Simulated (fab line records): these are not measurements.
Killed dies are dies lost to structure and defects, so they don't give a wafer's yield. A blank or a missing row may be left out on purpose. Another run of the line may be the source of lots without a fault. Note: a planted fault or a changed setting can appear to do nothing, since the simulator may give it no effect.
Which tool was responsible? :: flow nandHarc :: Sampling: 7 lots, 21 wafers, 2 of 1302 route steps

== WHAT THE GAUGES READ, wafer by wafer ==
NHARC_A_ONON_D1_THK_MEAS_30: measures by ellipsometry.
lot: L847
measured: day 8 16:26
on: filmMetro-02
thkNm (nm): 1013 1012 1014

lot: L850
measured: day 9 14:47
on: filmMetro-01
thkNm (nm): 1009 1011 1011

lot: L852
measured: day 10 20:55
on: filmMetro-01
thkNm (nm): 1017 1017 1018

lot: L855
measured: day 12 03:00
on: filmMetro-01
thkNm (nm): 1011 1012 1012

lot: L859
measured: day 13 15:40
on: filmMetro-01
thkNm (nm): 332 330 331

lot: L867
measured: day 17 23:14
on: filmMetro-01
thkNm (nm): 1000 999 999

lot: L869
measured: day 18 03:19
on: filmMetro-01
thkNm (nm): 1002 1003 1003

== WHAT TOOL EACH LOT RAN ON (gives the tool, then ch and the chambers of the sampled wafers, and finally the start) ==
lot: L847
NHARC_A_ONON_D1_DEP_28: pecvdOnon-03 ch 0, day 8 16:02

lot: L850
NHARC_A_ONON_D1_DEP_28: pecvdOnon-04 ch 0, day 9 14:16

lot: L852
NHARC_A_ONON_D1_DEP_28: pecvdOnon-04 ch 0, day 10 20:24

lot: L855
NHARC_A_ONON_D1_DEP_28: pecvdOnon-02 ch 0, day 12 02:33

lot: L859
NHARC_A_ONON_D1_DEP_28: pecvdOnon-02 ch 0, day 13 15:09

lot: L867
NHARC_A_ONON_D1_DEP_28: pecvdOnon-03 ch 0, day 17 22:53

lot: L869
NHARC_A_ONON_D1_DEP_28: pecvdOnon-04 ch 0, day 18 02:55
- NHARC_A_ONON_D1_DEP_28: target thk 1000 nm.

== THE ANSWER, worked out from the rows above alone ==
Rule: what is usual is taken from the lots themselves. Put in order of their means at a reading, lots are off if they are a third of the lots or fewer, leave a main group of 4 or more, and stand apart from it by a gap of 3 or more times the standard deviation of the main group's means; of several such gaps the widest counts. If all means in a main group match to the digits the tables above print for the reading, that group is not used. Also off: a lot with no number at a reading for which 4 or more lots have one. Where the step has rows for the other lots, those lots are counted as sound.
Off: L859, at NHARC_A_ONON_D1_THK_MEAS_30 (thkNm). Mean 1009 nm and standard deviation 6.2 in the main group.
A tool fits if, at a process step before that reading, it ran every lot that is off, and no sound lot after the first of them. Those tools and the gauges at NHARC_A_ONON_D1_THK_MEAS_30 are tried in the same way. One fits: pecvdOnon-02 at NHARC_A_ONON_D1_DEP_28. Its last sound lot is L855 (day 12 02:33), its first lot that is off L859 (day 13 15:09): a fault that began between those two fits.

== WHAT THE SIMULATOR HAD PUT IN ==
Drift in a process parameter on pecvdOnon-02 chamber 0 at NHARC_A_ONON_D1_DEP_28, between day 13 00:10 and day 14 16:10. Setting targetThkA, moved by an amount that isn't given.
Shown lots that were struck: L859. This agrees with what the rule above found.
